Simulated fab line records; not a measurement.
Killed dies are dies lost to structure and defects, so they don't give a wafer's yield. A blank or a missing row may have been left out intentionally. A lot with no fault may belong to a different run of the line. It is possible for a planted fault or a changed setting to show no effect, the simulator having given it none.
What tool caused it? / flow n5Finfet / 72 wafers from 24 lots sampled at 6 of the route's 1938 steps

## WHAT EACH GAUGE READ, for each wafer
N5_BEOL_M13_INSPECT_12: inspects for defects (macro). Usual: rawDefectCount at 1.9, with a standard deviation of 1.4.
lot=L075; measured=day 13 13:46; on=defectInspect-02; rawDefectCount=3 2 3; flag=
lot=L074; measured=day 13 19:33; on=defectInspect-02; rawDefectCount=0 4 1; flag=
lot=L076; measured=day 14 04:42; on=defectInspect-02; rawDefectCount=1 1 1; flag=
lot=L077; measured=day 14 13:01; on=defectInspect-02; rawDefectCount=0 3 2; flag=
lot=L080; measured=day 14 21:56; on=defectInspect-01; rawDefectCount=2 2 3; flag=
lot=L081; measured=day 15 03:56; on=defectInspect-01; rawDefectCount=2 0 1; flag=
lot=L079; measured=day 15 12:48; on=defectInspect-02; rawDefectCount=2 3 2; flag=
lot=L082; measured=day 15 16:25; on=defectInspect-02; rawDefectCount=2 4 2; flag=
lot=L083; measured=day 15 15:58; on=defectInspect-02; rawDefectCount=3 2 0; flag=
lot=L078; measured=day 15 17:03; on=defectInspect-02; rawDefectCount=2 3 3; flag=
lot=L085; measured=day 16 05:45; on=defectInspect-02; rawDefectCount=0 4 1; flag=
lot=L086; measured=day 16 10:57; on=defectInspect-02; rawDefectCount=4 1 2; flag=
lot=L084; measured=day 16 20:48; on=defectInspect-02; rawDefectCount=1 3 0; flag=
lot=L088; measured=day 17 05:25; on=defectInspect-02; rawDefectCount=1 4 1; flag=
lot=L089; measured=day 17 05:12; on=defectInspect-01; rawDefectCount=0 3 1; flag=
lot=L087; measured=day 17 14:48; on=defectInspect-02; rawDefectCount=1 1 4; flag=
lot=L091; measured=day 17 14:50; on=defectInspect-01; rawDefectCount=2 1 1; flag=
lot=L090; measured=day 18 08:15; on=defectInspect-01; rawDefectCount=3 1 1; flag=
lot=L093; measured=day 18 14:23; on=defectInspect-02; rawDefectCount=1 3 0; flag=
lot=L094; measured=day 18 20:05; on=defectInspect-01; rawDefectCount=2 3 2; flag=
lot=L092; measured=day 18 23:14; on=defectInspect-02; rawDefectCount=3 2 1; flag=
lot=L097; measured=day 19 09:31; on=defectInspect-01; rawDefectCount=0 4 2; flag=
lot=L096; measured=day 19 10:09; on=defectInspect-01; rawDefectCount=4 3 2; flag=
lot=L095; measured=day 20 23:24; on=defectInspect-02; rawDefectCount=4 2 2; flag=

## TOOL THAT RAN EACH LOT (tool first, then ch and the chambers of the sampled wafers, then the start)
lot=L075; N5_BEOL_M11_HM_DEP_02=pvdSputter-02, day 13 01:23; N5_BEOL_M11_ANNEAL_51=rtpAnneal-01 ch 0, day 13 05:11; N5_BEOL_M12_VIA_ETCH_16=rieDiel-04 ch 0,1,3, day 13 06:40; N5_BEOL_M12_STRIP_37=plasmaAsher-02 ch 0,1, day 13 08:10; N5_BEOL_M12_PRE_CLEAN_42=pvdSputter-03, day 13 11:59
lot=L074; N5_BEOL_M11_HM_DEP_02=pvdSputter-02, day 13 06:42; N5_BEOL_M11_ANNEAL_51=rtpAnneal-02 ch 0, day 13 13:55; N5_BEOL_M12_VIA_ETCH_16=rieDiel-01 ch 1,3, day 13 15:16; N5_BEOL_M12_STRIP_37=plasmaAsher-01 ch 0,1, day 13 16:50; N5_BEOL_M12_PRE_CLEAN_42=pvdSputter-01, day 13 17:40
lot=L076; N5_BEOL_M11_HM_DEP_02=pvdSputter-03, day 13 15:50; N5_BEOL_M11_ANNEAL_51=rtpAnneal-01 ch 0, day 13 20:53; N5_BEOL_M12_VIA_ETCH_16=rieDiel-04 ch 0,1, day 13 22:36; N5_BEOL_M12_STRIP_37=plasmaAsher-01 ch 0,1, day 14 00:28; N5_BEOL_M12_PRE_CLEAN_42=pvdSputter-01, day 14 02:53
lot=L077; N5_BEOL_M11_HM_DEP_02=pvdSputter-03, day 13 23:04; N5_BEOL_M11_ANNEAL_51=rtpAnneal-02 ch 0, day 14 03:49; N5_BEOL_M12_VIA_ETCH_16=rieDiel-01 ch 0,3, day 14 05:07; N5_BEOL_M12_STRIP_37=plasmaAsher-02 ch 0,1, day 14 06:45; N5_BEOL_M12_PRE_CLEAN_42=pvdSputter-02, day 14 11:13
lot=L080; N5_BEOL_M11_HM_DEP_02=pvdSputter-02, day 14 10:37; N5_BEOL_M11_ANNEAL_51=rtpAnneal-01 ch 0, day 14 16:04; N5_BEOL_M12_VIA_ETCH_16=rieDiel-04 ch 0,3, day 14 17:34; N5_BEOL_M12_STRIP_37=plasmaAsher-01 ch 0,1, day 14 19:11; N5_BEOL_M12_PRE_CLEAN_42=pvdSputter-01, day 14 20:04
lot=L081; N5_BEOL_M11_HM_DEP_02=pvdSputter-03, day 14 14:33; N5_BEOL_M11_ANNEAL_51=rtpAnneal-01 ch 0, day 14 19:05; N5_BEOL_M12_VIA_ETCH_16=rieDiel-05 ch 0,3, day 14 20:37; N5_BEOL_M12_STRIP_37=plasmaAsher-01 ch 0,1, day 14 22:26; N5_BEOL_M12_PRE_CLEAN_42=pvdSputter-02, day 15 00:36
lot=L079; N5_BEOL_M11_HM_DEP_02=pvdSputter-01, day 14 22:44; N5_BEOL_M11_ANNEAL_51=rtpAnneal-02 ch 0, day 15 05:47; N5_BEOL_M12_VIA_ETCH_16=rieDiel-01 ch 0,1,2, day 15 07:14; N5_BEOL_M12_STRIP_37=plasmaAsher-01 ch 0,1, day 15 08:44; N5_BEOL_M12_PRE_CLEAN_42=pvdSputter-03, day 15 10:55
lot=L082; N5_BEOL_M11_HM_DEP_02=pvdSputter-03, day 15 02:19; N5_BEOL_M11_ANNEAL_51=rtpAnneal-02 ch 0, day 15 08:32; N5_BEOL_M12_VIA_ETCH_16=rieDiel-05 ch 0,1,3, day 15 11:24; N5_BEOL_M12_STRIP_37=plasmaAsher-02 ch 0,1, day 15 12:54; N5_BEOL_M12_PRE_CLEAN_42=pvdSputter-03, day 15 14:30
lot=L083; N5_BEOL_M11_HM_DEP_02=pvdSputter-03, day 15 02:56; N5_BEOL_M11_ANNEAL_51=rtpAnneal-02 ch 0, day 15 08:16; N5_BEOL_M12_VIA_ETCH_16=rieDiel-05 ch 1,2,3, day 15 09:44; N5_BEOL_M12_STRIP_37=plasmaAsher-02 ch 0,1, day 15 12:18; N5_BEOL_M12_PRE_CLEAN_42=pvdSputter-01, day 15 14:12
lot=L078; N5_BEOL_M11_HM_DEP_02=pvdSputter-03, day 15 06:12; N5_BEOL_M11_ANNEAL_51=rtpAnneal-01 ch 0, day 15 11:57; N5_BEOL_M12_VIA_ETCH_16=rieDiel-05 ch 2,3, day 15 13:25; N5_BEOL_M12_STRIP_37=plasmaAsher-02 ch 0,1, day 15 14:47; N5_BEOL_M12_PRE_CLEAN_42=pvdSputter-03, day 15 15:11
lot=L085; N5_BEOL_M11_HM_DEP_02=pvdSputter-03, day 15 18:34; N5_BEOL_M11_ANNEAL_51=rtpAnneal-02 ch 0, day 15 22:34; N5_BEOL_M12_VIA_ETCH_16=rieDiel-04 ch 0,2,3, day 15 23:58; N5_BEOL_M12_STRIP_37=plasmaAsher-01 ch 0,1, day 16 01:28; N5_BEOL_M12_PRE_CLEAN_42=pvdSputter-01, day 16 03:51
lot=L086; N5_BEOL_M11_HM_DEP_02=pvdSputter-03, day 15 21:00; N5_BEOL_M11_ANNEAL_51=rtpAnneal-01 ch 0, day 16 05:39; N5_BEOL_M12_VIA_ETCH_16=rieDiel-05 ch 0,1,2, day 16 07:06; N5_BEOL_M12_STRIP_37=plasmaAsher-01 ch 0,1, day 16 08:29; N5_BEOL_M12_PRE_CLEAN_42=pvdSputter-03, day 16 09:04
lot=L084; N5_BEOL_M11_HM_DEP_02=pvdSputter-01, day 16 07:14; N5_BEOL_M11_ANNEAL_51=rtpAnneal-02 ch 0, day 16 12:44; N5_BEOL_M12_VIA_ETCH_16=rieDiel-04 ch 0,1, day 16 16:20; N5_BEOL_M12_STRIP_37=plasmaAsher-01 ch 0,1, day 16 18:34; N5_BEOL_M12_PRE_CLEAN_42=pvdSputter-02, day 16 18:54
lot=L088; N5_BEOL_M11_HM_DEP_02=pvdSputter-03, day 16 12:30; N5_BEOL_M11_ANNEAL_51=rtpAnneal-01 ch 0, day 16 21:54; N5_BEOL_M12_VIA_ETCH_16=rieDiel-01 ch 2,3, day 16 23:13; N5_BEOL_M12_STRIP_37=plasmaAsher-02 ch 0,1, day 17 00:46; N5_BEOL_M12_PRE_CLEAN_42=pvdSputter-02, day 17 03:31
lot=L089; N5_BEOL_M11_HM_DEP_02=pvdSputter-02, day 16 14:46; N5_BEOL_M11_ANNEAL_51=rtpAnneal-02 ch 0, day 16 20:58; N5_BEOL_M12_VIA_ETCH_16=rieDiel-04 ch 0,2, day 16 22:29; N5_BEOL_M12_STRIP_37=plasmaAsher-01 ch 0, day 16 23:52; N5_BEOL_M12_PRE_CLEAN_42=pvdSputter-02, day 17 03:11
lot=L087; N5_BEOL_M11_HM_DEP_02=pvdSputter-01, day 17 01:47; N5_BEOL_M11_ANNEAL_51=rtpAnneal-01 ch 0, day 17 06:58; N5_BEOL_M12_VIA_ETCH_16=rieDiel-04 ch 1,3, day 17 08:26; N5_BEOL_M12_STRIP_37=plasmaAsher-01 ch 1, day 17 09:57; N5_BEOL_M12_PRE_CLEAN_42=pvdSputter-01, day 17 12:31
lot=L091; N5_BEOL_M11_HM_DEP_02=pvdSputter-03, day 17 01:54; N5_BEOL_M11_ANNEAL_51=rtpAnneal-02 ch 0, day 17 08:24; N5_BEOL_M12_VIA_ETCH_16=rieDiel-05 ch 0,1,2, day 17 09:50; N5_BEOL_M12_STRIP_37=plasmaAsher-02 ch 0,1, day 17 11:37; N5_BEOL_M12_PRE_CLEAN_42=pvdSputter-02, day 17 12:32
lot=L090; N5_BEOL_M11_HM_DEP_02=pvdSputter-03, day 17 21:10; N5_BEOL_M11_ANNEAL_51=rtpAnneal-02 ch 0, day 18 02:20; N5_BEOL_M12_VIA_ETCH_16=rieDiel-01 ch 0,2,3, day 18 03:50; N5_BEOL_M12_STRIP_37=plasmaAsher-02 ch 0,1, day 18 05:22; N5_BEOL_M12_PRE_CLEAN_42=pvdSputter-01, day 18 06:29
lot=L093; N5_BEOL_M11_HM_DEP_02=pvdSputter-01, day 18 02:30; N5_BEOL_M11_ANNEAL_51=rtpAnneal-01 ch 0, day 18 09:07; N5_BEOL_M12_VIA_ETCH_16=rieDiel-05 ch 1,3, day 18 10:40; N5_BEOL_M12_STRIP_37=plasmaAsher-02 ch 0,1, day 18 12:11; N5_BEOL_M12_PRE_CLEAN_42=pvdSputter-01, day 18 12:38
lot=L094; N5_BEOL_M11_HM_DEP_02=pvdSputter-02, day 18 05:29; N5_BEOL_M11_ANNEAL_51=rtpAnneal-01 ch 0, day 18 14:08; N5_BEOL_M12_VIA_ETCH_16=rieDiel-04 ch 1,2,3, day 18 15:30; N5_BEOL_M12_STRIP_37=plasmaAsher-02 ch 0,1, day 18 16:53; N5_BEOL_M12_PRE_CLEAN_42=pvdSputter-02, day 18 18:09
lot=L092; N5_BEOL_M11_HM_DEP_02=pvdSputter-01, day 18 11:24; N5_BEOL_M11_ANNEAL_51=rtpAnneal-01 ch 0, day 18 17:57; N5_BEOL_M12_VIA_ETCH_16=rieDiel-01 ch 2,3, day 18 19:28; N5_BEOL_M12_STRIP_37=plasmaAsher-02 ch 0,1, day 18 20:58; N5_BEOL_M12_PRE_CLEAN_42=pvdSputter-01, day 18 21:25
lot=L097; N5_BEOL_M11_HM_DEP_02=pvdSputter-01, day 18 21:17; N5_BEOL_M11_ANNEAL_51=rtpAnneal-02 ch 0, day 19 03:46; N5_BEOL_M12_VIA_ETCH_16=rieDiel-01 ch 0,2, day 19 05:09; N5_BEOL_M12_STRIP_37=plasmaAsher-01 ch 0,1, day 19 06:39; N5_BEOL_M12_PRE_CLEAN_42=pvdSputter-01, day 19 07:46
lot=L096; N5_BEOL_M11_HM_DEP_02=pvdSputter-01, day 18 22:22; N5_BEOL_M11_ANNEAL_51=rtpAnneal-02 ch 0, day 19 05:05; N5_BEOL_M12_VIA_ETCH_16=rieDiel-05 ch 0,2,3, day 19 06:26; N5_BEOL_M12_STRIP_37=plasmaAsher-02 ch 0,1, day 19 07:56; N5_BEOL_M12_PRE_CLEAN_42=pvdSputter-03, day 19 08:24
lot=L095; N5_BEOL_M11_HM_DEP_02=pvdSputter-02, day 20 06:52; N5_BEOL_M11_ANNEAL_51=rtpAnneal-01 ch 0, day 20 13:49; N5_BEOL_M12_VIA_ETCH_16=rieDiel-01 ch 0,1,2, day 20 15:10; N5_BEOL_M12_STRIP_37=plasmaAsher-01 ch 1, day 20 16:40; N5_BEOL_M12_PRE_CLEAN_42=pvdSputter-02, day 20 21:27
- N5_BEOL_M11_HM_DEP_02: deposits TiN, target thk 20 nm.
- N5_BEOL_M11_ANNEAL_51: time 90 s.
- N5_BEOL_M12_VIA_ETCH_16: etches SiOC in C4F8/O2/Ar, target depth 724.8 nm.
- N5_BEOL_M12_STRIP_37: strips in N2/H2.
- N5_BEOL_M12_PRE_CLEAN_42: time 30 s.

## WHAT THE TOOLS THEMSELVES READ (means of the sampled wafers that have a number; where no wafer has one, the mark that the record gives instead)
N5_BEOL_M11_HM_DEP_02. Usual: substrateTempC 25.01 C, standard deviation 0.1; throttleValvePct 30.4 %, standard deviation 0.74.
lot=L075; tool=pvdSputter-02; substrateTempC (C)=25.01; throttleValvePct (%)=30.2; flag=
lot=L074; tool=pvdSputter-02; substrateTempC (C)=24.99; throttleValvePct (%)=30.5; flag=
lot=L076; tool=pvdSputter-03; substrateTempC (C)=24.91; throttleValvePct (%)=30.6; flag=
lot=L077; tool=pvdSputter-03; substrateTempC (C)=25.03; throttleValvePct (%)=30.6; flag=
lot=L080; tool=pvdSputter-02; substrateTempC (C)=25.02; throttleValvePct (%)=30.1; flag=
lot=L081; tool=pvdSputter-03; substrateTempC (C)=25.03; throttleValvePct (%)=30.0; flag=
lot=L079; tool=pvdSputter-01; substrateTempC (C)=24.97; throttleValvePct (%)=30.2; flag=
lot=L082; tool=pvdSputter-03; substrateTempC (C)=25.06; throttleValvePct (%)=30.5; flag=
lot=L083; tool=pvdSputter-03; substrateTempC (C)=25.04; throttleValvePct (%)=30.3; flag=
lot=L078; tool=pvdSputter-03; substrateTempC (C)=24.99; throttleValvePct (%)=31.1; flag=
lot=L085; tool=pvdSputter-03; substrateTempC (C)=25.15; throttleValvePct (%)=30.7; flag=
lot=L086; tool=pvdSputter-03; substrateTempC (C)=25.00; throttleValvePct (%)=30.8; flag=
lot=L084; tool=pvdSputter-01; substrateTempC (C)=25.10; throttleValvePct (%)=30.7; flag=
lot=L088; tool=pvdSputter-03; substrateTempC (C)=25.00; throttleValvePct (%)=30.9; flag=
lot=L089; tool=pvdSputter-02; substrateTempC (C)=25.02; throttleValvePct (%)=30.2; flag=
lot=L087; tool=pvdSputter-01; substrateTempC (C)=24.97; throttleValvePct (%)=30.7; flag=
lot=L091; tool=pvdSputter-03; substrateTempC (C)=24.88; throttleValvePct (%)=30.5; flag=
lot=L090; tool=pvdSputter-03; substrateTempC (C)=25.04; throttleValvePct (%)=29.5; flag=
lot=L093; tool=pvdSputter-01; substrateTempC (C)=25.10; throttleValvePct (%)=30.7; flag=
lot=L094; tool=pvdSputter-02; substrateTempC (C)=24.95; throttleValvePct (%)=30.2; flag=
lot=L092; tool=pvdSputter-01; substrateTempC (C)=24.97; throttleValvePct (%)=30.5; flag=
lot=L097; tool=pvdSputter-01; substrateTempC (C)=24.99; throttleValvePct (%)=30.4; flag=
lot=L096; tool=pvdSputter-01; substrateTempC (C)=24.99; throttleValvePct (%)=30.4; flag=
lot=L095; tool=pvdSputter-02; substrateTempC (C)=25.00; throttleValvePct (%)=30.2; flag=

N5_BEOL_M11_ANNEAL_51. Usual: wafer_temp_C_max at 225.90, with a standard deviation of 0.24.
lot=L075 tool=rtpAnneal-01 wafer_temp_C_max=225.81 flag=
lot=L074 tool=rtpAnneal-02 wafer_temp_C_max=225.98 flag=
lot=L076 tool=rtpAnneal-01 wafer_temp_C_max=225.80 flag=
lot=L077 tool=rtpAnneal-02 wafer_temp_C_max=226.03 flag=
lot=L080 tool=rtpAnneal-01 wafer_temp_C_max=225.88 flag=
lot=L081 tool=rtpAnneal-01 wafer_temp_C_max=225.82 flag=
lot=L079 tool=rtpAnneal-02 wafer_temp_C_max=225.78 flag=
lot=L082 tool=rtpAnneal-02 wafer_temp_C_max=226.05 flag=
lot=L083 tool=rtpAnneal-02 wafer_temp_C_max=226.08 flag=
lot=L078 tool=rtpAnneal-01 wafer_temp_C_max=225.92 flag=
lot=L085 tool=rtpAnneal-02 wafer_temp_C_max=225.88 flag=
lot=L086 tool=rtpAnneal-01 wafer_temp_C_max=225.74 flag=
lot=L084 tool=rtpAnneal-02 wafer_temp_C_max=225.86 flag=
lot=L088 tool=rtpAnneal-01 wafer_temp_C_max=225.83 flag=
lot=L089 tool=rtpAnneal-02 wafer_temp_C_max=225.90 flag=
lot=L087 tool=rtpAnneal-01 wafer_temp_C_max=226.13 flag=
lot=L091 tool=rtpAnneal-02 wafer_temp_C_max=226.03 flag=
lot=L090 tool=rtpAnneal-02 wafer_temp_C_max=225.79 flag=
lot=L093 tool=rtpAnneal-01 wafer_temp_C_max=226.06 flag=
lot=L094 tool=rtpAnneal-01 wafer_temp_C_max=226.21 flag=
lot=L092 tool=rtpAnneal-01 wafer_temp_C_max=225.66 flag=
lot=L097 tool=rtpAnneal-02 wafer_temp_C_max=225.78 flag=
lot=L096 tool=rtpAnneal-02 wafer_temp_C_max=226.18 flag=
lot=L095 tool=rtpAnneal-01 wafer_temp_C_max=225.72 flag=

N5_BEOL_M12_VIA_ETCH_16. Usual: drypumpMotorCurrentA 5.6 A, standard deviation 0.53; heOuterTorr 30.00 Torr, standard deviation 0.061; oesProductAu 0.72 a.u., standard deviation 0.074; rfVppV 664.8 V, standard deviation 2.6; showerheadPlenumPTorr 3.41 Torr, standard deviation 0.09; throttleValvePct 24.02 %, standard deviation 0.18.
lot=L075; tool=rieDiel-04; drypumpMotorCurrentA (A)=6.2; heOuterTorr (Torr)=29.97; oesProductAu (a.u.)=0.74; rfVppV (V)=665.8; showerheadPlenumPTorr (Torr)=3.45; throttleValvePct (%)=24.06; flag=
lot=L074; tool=rieDiel-01; drypumpMotorCurrentA (A)=5.2; heOuterTorr (Torr)=30.08; oesProductAu (a.u.)=0.66; rfVppV (V)=666.6; showerheadPlenumPTorr (Torr)=3.45; throttleValvePct (%)=24.05; flag=
lot=L076; tool=rieDiel-04; drypumpMotorCurrentA (A)=6.2; heOuterTorr (Torr)=29.99; oesProductAu (a.u.)=0.78; rfVppV (V)=665.2; showerheadPlenumPTorr (Torr)=3.44; throttleValvePct (%)=24.23; flag=
lot=L077; tool=rieDiel-01; drypumpMotorCurrentA (A)=5.6; heOuterTorr (Torr)=29.96; oesProductAu (a.u.)=0.68; rfVppV (V)=663.3; showerheadPlenumPTorr (Torr)=3.33; throttleValvePct (%)=23.97; flag=
lot=L080; tool=rieDiel-04; drypumpMotorCurrentA (A)=6.3; heOuterTorr (Torr)=30.05; oesProductAu (a.u.)=0.86; rfVppV (V)=666.9; showerheadPlenumPTorr (Torr)=3.44; throttleValvePct (%)=23.79; flag=
lot=L081; tool=rieDiel-05; drypumpMotorCurrentA (A)=5.2; heOuterTorr (Torr)=29.98; oesProductAu (a.u.)=0.71; rfVppV (V)=663.9; showerheadPlenumPTorr (Torr)=3.38; throttleValvePct (%)=24.06; flag=
lot=L079; tool=rieDiel-01; drypumpMotorCurrentA (A)=5.3; heOuterTorr (Torr)=30.00; oesProductAu (a.u.)=0.67; rfVppV (V)=667.7; showerheadPlenumPTorr (Torr)=3.52; throttleValvePct (%)=24.15; flag=
lot=L082; tool=rieDiel-05; drypumpMotorCurrentA (A)=5.6; heOuterTorr (Torr)=30.09; oesProductAu (a.u.)=0.72; rfVppV (V)=663.1; showerheadPlenumPTorr (Torr)=3.36; throttleValvePct (%)=24.04; flag=
lot=L083; tool=rieDiel-05; drypumpMotorCurrentA (A)=5.7; heOuterTorr (Torr)=29.97; oesProductAu (a.u.)=0.71; rfVppV (V)=662.7; showerheadPlenumPTorr (Torr)=3.37; throttleValvePct (%)=24.02; flag=
lot=L078; tool=rieDiel-05; drypumpMotorCurrentA (A)=5.3; heOuterTorr (Torr)=29.98; oesProductAu (a.u.)=0.72; rfVppV (V)=663.3; showerheadPlenumPTorr (Torr)=3.36; throttleValvePct (%)=24.03; flag=
lot=L085; tool=rieDiel-04; drypumpMotorCurrentA (A)=5.8; heOuterTorr (Torr)=29.98; oesProductAu (a.u.)=0.75; rfVppV (V)=664.5; showerheadPlenumPTorr (Torr)=3.42; throttleValvePct (%)=23.86; flag=
lot=L086; tool=rieDiel-05; drypumpMotorCurrentA (A)=5.7; heOuterTorr (Torr)=30.02; oesProductAu (a.u.)=0.68; rfVppV (V)=663.7; showerheadPlenumPTorr (Torr)=3.39; throttleValvePct (%)=24.06; flag=
lot=L084; tool=rieDiel-04; drypumpMotorCurrentA (A)=6.0; heOuterTorr (Torr)=30.01; oesProductAu (a.u.)=0.76; rfVppV (V)=664.2; showerheadPlenumPTorr (Torr)=3.40; throttleValvePct (%)=24.13; flag=
lot=L088; tool=rieDiel-01; drypumpMotorCurrentA (A)=5.3; heOuterTorr (Torr)=30.05; oesProductAu (a.u.)=0.74; rfVppV (V)=667.5; showerheadPlenumPTorr (Torr)=3.52; throttleValvePct (%)=23.88; flag=
lot=L089; tool=rieDiel-04; drypumpMotorCurrentA (A)=5.2; heOuterTorr (Torr)=29.95; oesProductAu (a.u.)=0.68; rfVppV (V)=663.9; showerheadPlenumPTorr (Torr)=3.39; throttleValvePct (%)=23.96; flag=
lot=L087; tool=rieDiel-04; drypumpMotorCurrentA (A)=6.5; heOuterTorr (Torr)=29.96; oesProductAu (a.u.)=0.77; rfVppV (V)=666.8; showerheadPlenumPTorr (Torr)=3.46; throttleValvePct (%)=23.94; flag=
lot=L091; tool=rieDiel-05; drypumpMotorCurrentA (A)=5.7; heOuterTorr (Torr)=30.02; oesProductAu (a.u.)=0.66; rfVppV (V)=664.5; showerheadPlenumPTorr (Torr)=3.38; throttleValvePct (%)=24.07; flag=
lot=L090; tool=rieDiel-01; drypumpMotorCurrentA (A)=5.4; heOuterTorr (Torr)=30.00; oesProductAu (a.u.)=0.76; rfVppV (V)=664.4; showerheadPlenumPTorr (Torr)=3.43; throttleValvePct (%)=23.92; flag=
lot=L093; tool=rieDiel-05; drypumpMotorCurrentA (A)=6.0; heOuterTorr (Torr)=30.02; oesProductAu (a.u.)=0.71; rfVppV (V)=662.4; showerheadPlenumPTorr (Torr)=3.33; throttleValvePct (%)=24.02; flag=
lot=L094; tool=rieDiel-04; drypumpMotorCurrentA (A)=5.9; heOuterTorr (Torr)=29.98; oesProductAu (a.u.)=0.70; rfVppV (V)=665.4; showerheadPlenumPTorr (Torr)=3.43; throttleValvePct (%)=24.02; flag=
lot=L092; tool=rieDiel-01; drypumpMotorCurrentA (A)=5.4; heOuterTorr (Torr)=30.04; oesProductAu (a.u.)=0.72; rfVppV (V)=666.7; showerheadPlenumPTorr (Torr)=3.51; throttleValvePct (%)=23.89; flag=
lot=L097; tool=rieDiel-01; drypumpMotorCurrentA (A)=5.4; heOuterTorr (Torr)=29.97; oesProductAu (a.u.)=0.81; rfVppV (V)=666.4; showerheadPlenumPTorr (Torr)=3.45; throttleValvePct (%)=24.01; flag=
lot=L096; tool=rieDiel-05; drypumpMotorCurrentA (A)=5.3; heOuterTorr (Torr)=30.00; oesProductAu (a.u.)=0.67; rfVppV (V)=664.6; showerheadPlenumPTorr (Torr)=3.37; throttleValvePct (%)=24.10; flag=
lot=L095; tool=rieDiel-01; drypumpMotorCurrentA (A)=5.3; heOuterTorr (Torr)=29.97; oesProductAu (a.u.)=0.79; rfVppV (V)=667.0; showerheadPlenumPTorr (Torr)=3.50; throttleValvePct (%)=23.98; flag=

N5_BEOL_M12_STRIP_37. Usual: drypumpMotorCurrentA 5.58 A, standard deviation 0.2; heaterPowerW 319 W, standard deviation 36; oesProductAu 0.790 a.u., standard deviation 0.0099.
lot=L075; tool=plasmaAsher-02; drypumpMotorCurrentA (A)=5.78; heaterPowerW (W)=308; oesProductAu (a.u.)=0.788; flag=
lot=L074; tool=plasmaAsher-01; drypumpMotorCurrentA (A)=5.47; heaterPowerW (W)=346; oesProductAu (a.u.)=0.788; flag=
lot=L076; tool=plasmaAsher-01; drypumpMotorCurrentA (A)=5.38; heaterPowerW (W)=307; oesProductAu (a.u.)=0.804; flag=
lot=L077; tool=plasmaAsher-02; drypumpMotorCurrentA (A)=5.79; heaterPowerW (W)=309; oesProductAu (a.u.)=0.795; flag=
lot=L080; tool=plasmaAsher-01; drypumpMotorCurrentA (A)=5.37; heaterPowerW (W)=310; oesProductAu (a.u.)=0.796; flag=
lot=L081; tool=plasmaAsher-01; drypumpMotorCurrentA (A)=5.46; heaterPowerW (W)=342; oesProductAu (a.u.)=0.784; flag=
lot=L079; tool=plasmaAsher-01; drypumpMotorCurrentA (A)=5.44; heaterPowerW (W)=347; oesProductAu (a.u.)=0.783; flag=
lot=L082; tool=plasmaAsher-02; drypumpMotorCurrentA (A)=5.71; heaterPowerW (W)=316; oesProductAu (a.u.)=0.781; flag=
lot=L083; tool=plasmaAsher-02; drypumpMotorCurrentA (A)=5.78; heaterPowerW (W)=314; oesProductAu (a.u.)=0.785; flag=
lot=L078; tool=plasmaAsher-02; drypumpMotorCurrentA (A)=5.69; heaterPowerW (W)=312; oesProductAu (a.u.)=0.796; flag=
lot=L085; tool=plasmaAsher-01; drypumpMotorCurrentA (A)=5.37; heaterPowerW (W)=311; oesProductAu (a.u.)=0.786; flag=
lot=L086; tool=plasmaAsher-01; drypumpMotorCurrentA (A)=5.40; heaterPowerW (W)=311; oesProductAu (a.u.)=0.790; flag=
lot=L084; tool=plasmaAsher-01; drypumpMotorCurrentA (A)=5.38; heaterPowerW (W)=313; oesProductAu (a.u.)=0.788; flag=
lot=L088; tool=plasmaAsher-02; drypumpMotorCurrentA (A)=5.79; heaterPowerW (W)=312; oesProductAu (a.u.)=0.782; flag=
lot=L089; tool=plasmaAsher-01; drypumpMotorCurrentA (A)=5.28; heaterPowerW (W)=278; oesProductAu (a.u.)=0.790; flag=
lot=L087; tool=plasmaAsher-01; drypumpMotorCurrentA (A)=5.52; heaterPowerW (W)=378; oesProductAu (a.u.)=0.796; flag=
lot=L091; tool=plasmaAsher-02; drypumpMotorCurrentA (A)=5.72; heaterPowerW (W)=311; oesProductAu (a.u.)=0.794; flag=
lot=L090; tool=plasmaAsher-02; drypumpMotorCurrentA (A)=5.72; heaterPowerW (W)=309; oesProductAu (a.u.)=0.789; flag=
lot=L093; tool=plasmaAsher-02; drypumpMotorCurrentA (A)=5.77; heaterPowerW (W)=314; oesProductAu (a.u.)=0.795; flag=
lot=L094; tool=plasmaAsher-02; drypumpMotorCurrentA (A)=5.69; heaterPowerW (W)=308; oesProductAu (a.u.)=0.798; flag=
lot=L092; tool=plasmaAsher-02; drypumpMotorCurrentA (A)=5.76; heaterPowerW (W)=307; oesProductAu (a.u.)=0.787; flag=
lot=L097; tool=plasmaAsher-01; drypumpMotorCurrentA (A)=5.37; heaterPowerW (W)=311; oesProductAu (a.u.)=0.787; flag=
lot=L096; tool=plasmaAsher-02; drypumpMotorCurrentA (A)=5.70; heaterPowerW (W)=311; oesProductAu (a.u.)=0.794; flag=
lot=L095; tool=plasmaAsher-01; drypumpMotorCurrentA (A)=5.54; heaterPowerW (W)=381; oesProductAu (a.u.)=0.788; flag=

N5_BEOL_M12_PRE_CLEAN_42. Usual: heaterPowerW at 332 W, with a standard deviation of 32.
lot=L075; tool=pvdSputter-03; heaterPowerW (W)=304; flag=
lot=L074; tool=pvdSputter-01; heaterPowerW (W)=318; flag=
lot=L076; tool=pvdSputter-01; heaterPowerW (W)=331; flag=
lot=L077; tool=pvdSputter-02; heaterPowerW (W)=360; flag=
lot=L080; tool=pvdSputter-01; heaterPowerW (W)=333; flag=
lot=L081; tool=pvdSputter-02; heaterPowerW (W)=332; flag=
lot=L079; tool=pvdSputter-03; heaterPowerW (W)=307; flag=
lot=L082; tool=pvdSputter-03; heaterPowerW (W)=305; flag=
lot=L083; tool=pvdSputter-01; heaterPowerW (W)=332; flag=
lot=L078; tool=pvdSputter-03; heaterPowerW (W)=308; flag=
lot=L085; tool=pvdSputter-01; heaterPowerW (W)=325; flag=
lot=L086; tool=pvdSputter-03; heaterPowerW (W)=314; flag=
lot=L084; tool=pvdSputter-02; heaterPowerW (W)=314; flag=
lot=L088; tool=pvdSputter-02; heaterPowerW (W)=383; flag=
lot=L089; tool=pvdSputter-02; heaterPowerW (W)=365; flag=
lot=L087; tool=pvdSputter-01; heaterPowerW (W)=326; flag=
lot=L091; tool=pvdSputter-02; heaterPowerW (W)=370; flag=
lot=L090; tool=pvdSputter-01; heaterPowerW (W)=334; flag=
lot=L093; tool=pvdSputter-01; heaterPowerW (W)=324; flag=
lot=L094; tool=pvdSputter-02; heaterPowerW (W)=343; flag=
lot=L092; tool=pvdSputter-01; heaterPowerW (W)=325; flag=
lot=L097; tool=pvdSputter-01; heaterPowerW (W)=328; flag=
lot=L096; tool=pvdSputter-03; heaterPowerW (W)=304; flag=
lot=L095; tool=pvdSputter-02; heaterPowerW (W)=369; flag=

## THE ANSWER, worked out from the rows above alone
Rule: lot off if the mean of its wafers having a number is beyond 3 standard deviations from the usual mean. A lot without any number at a reading at which 4 lots or more have one is off too. Where the step has rows for the other lots, those lots are counted as sound. Order of review: gauges by route order, followed by the tools' own readings, for which a lot's mean as printed above is used. At the first step where some lot is off, the reading lying furthest off is the one used; lots without a number count as furthest.
No lot is off at any reading shown: from this, nothing can be told.

## WHAT HAD BEEN PUT IN BY THE SIMULATOR
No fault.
